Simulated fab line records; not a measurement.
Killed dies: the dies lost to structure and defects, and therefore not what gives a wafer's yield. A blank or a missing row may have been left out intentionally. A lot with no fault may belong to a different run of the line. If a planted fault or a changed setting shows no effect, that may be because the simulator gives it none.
Struck lot and sound lot, side by side -- flow nand-harc -- 19 steps out of a route of 1302
Sound: these wafers, L487.2, L487.4, L487.5. Wafers L481.1, L481.3, L481.5 were the ones struck. The cause is given at the end.
Order at every step that has rows: each side's tool, ch and its chambers, its first start. Under that, the readings that differ: sound wafers -- struck wafers -- difference of the means -- sigmas: that difference in standard deviations of wafers without a fault.
alike: same words and numbers on both sides, and readings whose means sit less than 2 such deviations apart. not compared: any withheld reading, any reading some wafer has no value for, any bound like >300 that may hide the same value, and any number with overlapping values for which the record gives no deviation.
Wherever a step has rows on one side only, a row that says differs or no value, or a row with sigmas, the two part there. Numbers that don't overlap but have no deviation are shown without sigmas and don't part them. Lack of a reading on every wafer of one side parts them only where that side has two or more wafers.

NHARC_A_ONON_D2_THK_MEAS_11: measures by ellipsometry.
  sound on film-metro-02 at day 18 13:21; struck on film-metro-02 at day 15 17:02
  alike: thk-nm
then NHARC_A_ONON_D2_DEP_12 (target thk 1000 nm), 1 step lacking rows for these wafers.
NHARC_A_ONON_D2_THK_MEAS_14: measures by ellipsometry.
  sound on film-metro-01 at day 18 13:55; struck on film-metro-02 at day 15 17:37
reading,sound,struck,difference,sigmas
thk-nm (nm),1014 1015 1016,976 978 977,-38,-3
then, 2 steps without rows for these wafers: NHARC_A_ONON_D2_ANNEAL_15 (time 3600 s); NHARC_A_ONON_D2_DEP_16 (target thk 1000 nm).
NHARC_A_ONON_D2_THK_MEAS_18: measures by ellipsometry.
  sound on film-metro-02 at day 18 21:37; struck on film-metro-02 at day 16 01:18
  alike: thk-nm
then NHARC_A_ONON_D2_DEP_19 (target thk 1000 nm), 1 step lacking rows for these wafers.
NHARC_A_ONON_D2_THK_MEAS_21: measures by ellipsometry.
  sound on film-metro-02 at day 18 22:11; struck on film-metro-01 at day 16 01:52
  alike: thk-nm
then NHARC_A_ONON_D2_DEP_22 (target thk 1000 nm), 1 step lacking rows for these wafers.
NHARC_A_ONON_D2_THK_MEAS_24: measures by ellipsometry.
  sound on film-metro-01 at day 18 22:45; struck on film-metro-02 at day 16 02:26
  alike: thk-nm
then NHARC_A_ONON_D2_DEP_25 (target thk 1000 nm), 1 step lacking rows for these wafers.
NHARC_A_ONON_D2_THK_MEAS_27: measures by ellipsometry.
  sound on film-metro-02 at day 18 23:19; struck on film-metro-01 at day 16 03:01
  alike: thk-nm
NHARC_A_ONON_D2_DEP_28: target thk 1000 nm.
  sound on pecvd-onon-03 ch 0, day 18 23:25; struck on pecvd-onon-04 ch 0, day 16 03:04
NHARC_A_ONON_D2_THK_MEAS_30: measures by ellipsometry.
  sound on film-metro-02 at day 18 23:52; struck on film-metro-01 at day 16 03:34
reading,sound,struck,difference,sigmas
thk-nm (nm),985 984 986,1007 1005 1008,+22,+2
NHARC_A_ONON_D2_DEP_33: deposits SiO2, target thk 200 nm.
  sound on pecvd-03 ch 0,1,2, day 19 00:01; struck on pecvd-01 ch 0,1,2, day 16 03:38
  alike: chamber-pressure-Torr, heater-power-w, showerhead-vpp-V, throttle-valve-pct
NHARC_A_ONON_D2_THK_MEAS_34: measures by ellipsometry.
  sound on film-metro-01 at day 19 00:20; struck on film-metro-01 at day 16 04:02
  alike: thk-nm
NHARC_A_ONON_D2_INSPECT_32:
  sound on defect-inspect-01 at day 19 00:24; struck on defect-inspect-02 at day 16 04:07
reading,sound,struck,difference,sigmas
raw-defect-count,663 343 218,1731 1512 1657,+1225,+8
NHARC_A_CHANNEL_HOLE_D2_DEP_00: deposits aC, target thk 3100 nm.
  sound on acl-dep-03 ch 0, day 19 06:29; struck on acl-dep-02 ch 0, day 16 07:28
  alike: throttle-valve-pct
-- the record jumps here: 11 days lie between the struck wafers' starts before and after (it left off in module A_CHANNEL_HOLE_D2 and takes up again in module END, whose first step shown is number 1302 of the route) --
NHARC_END_SORT_01:
  the record has rows for the struck wafers here (prober-02 ch 0, day 27 11:13) and none for the sound ones

## WHERE THEY PART
Last at NHARC_END_SORT_01 as far as this record goes, first at NHARC_A_ONON_D2_THK_MEAS_14.

WHY: whatever the simulator had introduced
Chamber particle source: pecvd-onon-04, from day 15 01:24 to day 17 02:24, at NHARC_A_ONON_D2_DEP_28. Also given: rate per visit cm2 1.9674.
